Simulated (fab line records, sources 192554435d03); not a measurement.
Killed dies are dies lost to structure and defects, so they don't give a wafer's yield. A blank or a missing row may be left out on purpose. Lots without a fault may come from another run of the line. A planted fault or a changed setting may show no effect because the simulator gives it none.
Chamber matching | flow n5_finfet | N5_BEOL_M6_DESCUM_33 on rie_diel-06: 4 sister chambers
The step chemistry O2, time 7 s. 4 wafers are shown with their chamber, then 7 later ones without.

WAFERS WITH THEIR CHAMBER
wafer  | chamber | throttle_valve_pct (%)
L080.2 | 0       | 20.3
L082.1 | 1       | 20.1
L086.3 | 2       | 20.9
L086.4 | 3       | 20.5

WAFERS WITHOUT THEIR CHAMBER
wafer  | throttle_valve_pct (%)
L086.6 | 20.9
L090.2 | 20.9
L090.5 | 20.5
L090.6 | 20.3
L095.1 | 20.3
L095.2 | 20.5
L095.3 | 20.2

WHICH CHAMBER EACH WENT THROUGH
wafer  | from the rows above     | in truth
L086.6 | 2                       | 2
L090.2 | 2                       | 2
L090.5 | 3                       | 3
L090.6 | 0                       | 0
L095.1 | 0                       | 0
L095.2 | 3                       | 3
L095.3 | can't be placed: 1 or 0 | 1
Placed correctly: 6 of 7. Can't be placed from these rows: 1 (the true chamber is among the candidates in 1). Placed wrongly: 0.
How it was worked out, from the rows above alone: a wafer's distance from a chamber is the root of the sum, over the readings, of the square of ((its reading less the chamber's mean) divided by the reading's scatter). The wafer belongs to the nearest chamber; if the next one is less than 2 further off, it can't be placed. A chamber's mean is the mean of its shown wafers. The scatter: with one shown wafer a chamber, the root of the mean of the squares of how far each hidden wafer lies from its nearest shown one.
